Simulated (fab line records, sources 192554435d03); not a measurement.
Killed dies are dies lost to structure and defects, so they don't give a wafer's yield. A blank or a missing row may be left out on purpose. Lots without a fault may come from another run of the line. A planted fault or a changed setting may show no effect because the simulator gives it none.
Chamber matching | flow n5_finfet | N5_BEOL_M5_ETCH_72 on rie_diel-04: 4 sister chambers
The step etches underlayer in N2/H2, target depth 6.5 nm, time 5.2 s. 18 wafers are shown with their chamber, then 9 later ones without.

WAFERS WITH THEIR CHAMBER
wafer  | chamber | showerhead_plenum_p_Torr (Torr) | oes_product_au (a.u.) | drypump_motor_current_A (A)
L078.2 | 3       | 2.58                            | 0.78                  | 6.0
L078.3 | 0       | 2.49                            | 0.77                  | 5.6
L078.5 | 3       | 2.58                            | 0.77                  | 6.0
L080.1 | 3       | 2.57                            | 0.77                  | 6.0
L080.2 | 0       | 2.49                            | 0.77                  | 5.7
L080.3 | 2       | 2.44                            | 0.71                  | 5.4
L080.4 | 1       | 2.50                            | 0.59                  | 5.5
L080.5 | 0       | 2.49                            | 0.76                  | 5.7
L080.6 | 3       | 2.58                            | 0.77                  | 6.0
L085.4 | 3       | 2.57                            | 0.75                  | 6.0
L085.5 | 0       | 2.49                            | 0.76                  | 5.7
L085.6 | 3       | 2.57                            | 0.77                  | 6.0
L087.2 | 3       | 2.57                            | 0.75                  | 6.0
L087.5 | 0       | 2.49                            | 0.75                  | 5.7
L087.6 | 1       | 2.49                            | 0.57                  | 5.5
L089.1 | 3       | 2.57                            | 0.75                  | 6.0
L089.3 | 1       | 2.49                            | 0.58                  | 5.6
L089.5 | 1       | 2.49                            | 0.58                  | 5.5

SIGNATURES (means of the wafers above)
reading                  | chamber 0 | chamber 1 | chamber 2 | chamber 3 | scatter within a chamber
showerhead_plenum_p_Torr | 2.4900    | 2.4925    | 2.4400    | 2.5737    | 0.00433
oes_product_au           | 0.7620    | 0.5800    | 0.7100    | 0.7638    | 0.0102
drypump_motor_current_A  | 5.680     | 5.525     | 5.400     | 6.000     | 0.0333
Rule: a wafer's distance from a chamber is the root of the sum, over the readings, of the square of ((its reading less the chamber's mean) divided by the reading's scatter). The wafer belongs to the nearest chamber; if the next one is less than 2 further off, it can't be placed. The scatter: the root of (the sum of the squares of (reading less its chamber's mean) over the shown wafers, divided by (wafers less chambers)).

WAFERS WITHOUT THEIR CHAMBER
wafer  | showerhead_plenum_p_Torr (Torr) | oes_product_au (a.u.) | drypump_motor_current_A (A)
L090.3 | 2.49                            | 0.57                  | 5.6
L090.4 | 2.57                            | 0.74                  | 6.0
L090.6 | 2.49                            | 0.58                  | 5.6
L093.1 | 2.57                            | 0.74                  | 6.0
L093.3 | 2.43                            | 0.68                  | 5.3
L093.4 | 2.43                            | 0.68                  | 5.4
L097.2 | 2.48                            | 0.74                  | 5.6
L097.3 | 2.56                            | 0.73                  | 6.0
L097.6 | 2.48                            | 0.73                  | 5.7

WHICH CHAMBER EACH WENT THROUGH
wafer  | from the rows above | in truth
L090.3 | 1                   | 1
L090.4 | 3                   | 3
L090.6 | 1                   | 1
L093.1 | 3                   | 3
L093.3 | 2                   | 2
L093.4 | 2                   | 2
L097.2 | 0                   | 0
L097.3 | 3                   | 3
L097.6 | 0                   | 0
Placed correctly: 9 of 9. Can't be placed from these rows: 0. Placed wrongly: 0.
